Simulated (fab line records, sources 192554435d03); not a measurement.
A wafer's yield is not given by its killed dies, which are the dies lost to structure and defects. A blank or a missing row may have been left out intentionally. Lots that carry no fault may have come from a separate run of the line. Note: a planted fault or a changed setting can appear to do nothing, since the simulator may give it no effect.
Chamber matching | flow n5_finfet | 4 sister chambers for N5_MOL_CONTACT_COAG_ALD_27 on ald_sin-01
The step deposits SiOC, target thk 17 nm, pulse time 1.5 s, time 2720 s. 20 wafers are shown with their chamber, then 10 later ones without.

== WAFERS PAIRED WITH THEIR CHAMBERS ==
wafer  | chamber | heater_power_w (W) | precursor_pulse_height_rel
L074.1 | 0       | 862                | 0.996
L074.5 | 0       | 858                | 1.032
L074.6 | 1       | 771                | 0.986
L077.1 | 0       | 855                | 0.994
L077.2 | 1       | 761                | 0.995
L077.6 | 3       | 853                | 0.996
L078.1 | 0       | 860                | 1.006
L078.4 | 3       | 861                | 0.969
L078.6 | 1       | 785                | 0.990
L079.4 | 0       | 868                | 1.015
L079.5 | 3       | 879                | 0.982
L079.6 | 2       | 957                | 1.002
L081.2 | 1       | 754                | 0.997
L081.4 | 0       | 852                | 0.974
L081.6 | 0       | 880                | 0.988
L084.1 | 0       | 878                | 0.998
L084.2 | 2       | 951                | 1.013
L084.4 | 3       | 851                | 0.968
L087.3 | 0       | 866                | 0.974
L087.5 | 1       | 746                | 1.016

SIGNATURES (means of the wafers above)
reading                    | chamber 0 | chamber 1 | chamber 2 | chamber 3 | scatter within a chamber
heater_power_w             | 864.33    | 763.40    | 954.00    | 861.00    | 11.7
precursor_pulse_height_rel | 0.99744   | 0.99680   | 1.00750   | 0.97875   | 0.0156
Rule: a wafer's distance from a chamber is the root of the sum, over the readings, of the square of ((its reading less the chamber's mean) divided by the reading's scatter). If the next closest chamber is less than 2 further off than the closest, the wafer can't be placed; otherwise it belongs to the closest. The scatter is the square root of a quotient: the sum, over the shown wafers, of each reading's squared deviation from its chamber's mean, divided by wafers minus chambers.

== WAFERS WHOSE CHAMBER IS MISSING ==
wafer  | heater_power_w (W) | precursor_pulse_height_rel
L087.6 | 859                | 0.989
L088.1 | 777                | 0.973
L088.2 | 847                | 0.973
L088.3 | 945                | 1.002
L090.1 | 889                | 1.020
L090.2 | 950                | 1.010
L090.5 | 785                | 0.973
L092.1 | 960                | 1.015
L092.3 | 770                | 1.003
L092.6 | 843                | 0.993

== WHICH CHAMBER EACH ONE RAN IN ==
wafer  | from the rows above     | in truth
L087.6 | can't be placed: 3 or 0 | 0
L088.1 | 1                       | 1
L088.2 | can't be placed: 3 or 0 | 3
L088.3 | 2                       | 2
L090.1 | can't be placed: 0 or 3 | 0
L090.2 | 2                       | 2
L090.5 | 1                       | 1
L092.1 | 2                       | 2
L092.3 | 1                       | 1
L092.6 | can't be placed: 3 or 0 | 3
Correctly placed: 6 of 10. Not placeable from these rows: 4 (in 4, the candidates include the true chamber). Number placed wrongly: 0.
